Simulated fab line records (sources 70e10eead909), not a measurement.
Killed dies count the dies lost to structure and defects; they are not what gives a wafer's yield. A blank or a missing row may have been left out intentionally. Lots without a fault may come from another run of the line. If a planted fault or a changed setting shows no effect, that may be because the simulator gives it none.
Matching of chambers	flow nand-harc	NHARC_P_GATE_STRIP_101 on rie-diel-12: 4 sister chambers
The step strips in O2, time 20 s. 14 wafers are shown with their chamber, then 7 later ones without.

## EACH WAFER AND ITS CHAMBER
wafer	chamber	showerhead-plenum-p-Torr (Torr)	drypump-motor-current-A (A)	oes-product-au (a.u.)
L076.1	1	3.36	5.3	1.011
L076.2	3	3.63	5.9	1.014
L076.4	0	3.36	6.0	0.994
L078.1	3	3.62	6.0	1.004
L078.5	0	3.36	6.0	0.987
L078.6	1	3.36	5.3	1.002
L083.3	2	3.72	5.5	0.997
L083.5	0	3.36	6.0	1.000
L083.6	3	3.62	6.0	0.999
L086.3	1	3.36	5.3	1.006
L086.5	1	3.36	5.3	1.005
L086.6	2	3.72	5.5	0.995
L089.1	3	3.62	5.9	1.015
L089.3	2	3.71	5.5	0.990

SIGNATURES, as means of the wafers listed above
reading	chamber 0	chamber 1	chamber 2	chamber 3	scatter within a chamber
showerhead-plenum-p-Torr	3.3600	3.3600	3.7167	3.6225	0.00376
drypump-motor-current-A	6.000	5.300	5.500	5.950	0.0316
oes-product-au	0.99367	1.00600	0.99400	1.00800	0.00579
Rule: for a wafer and a chamber, the distance is found by dividing, reading by reading, the gap between the wafer's reading and the chamber's mean by the reading's scatter, squaring, summing and taking the root. If the next closest chamber is less than 2 further off than the closest, the wafer can't be placed; otherwise it belongs to the closest. The scatter is the square root of a quotient: the sum, over the shown wafers, of each reading's squared deviation from its chamber's mean, divided by wafers minus chambers.

## WAFERS MISSING THEIR CHAMBER
wafer	showerhead-plenum-p-Torr (Torr)	drypump-motor-current-A (A)	oes-product-au (a.u.)
L089.6	3.35	6.0	1.000
L091.3	3.36	5.3	1.002
L091.5	3.62	6.0	1.000
L091.6	3.71	5.5	0.999
L092.1	3.62	5.9	1.010
L092.3	3.71	5.5	1.017
L092.6	3.62	6.0	0.993

## THE CHAMBER EACH PASSED THROUGH
wafer	from the rows above	in truth
L089.6	0	0
L091.3	1	1
L091.5	3	3
L091.6	2	2
L092.1	3	3
L092.3	2	2
L092.6	3	3
Placed correctly: 7 of 7. Not placeable from these rows: 0. Number placed wrongly: 0.
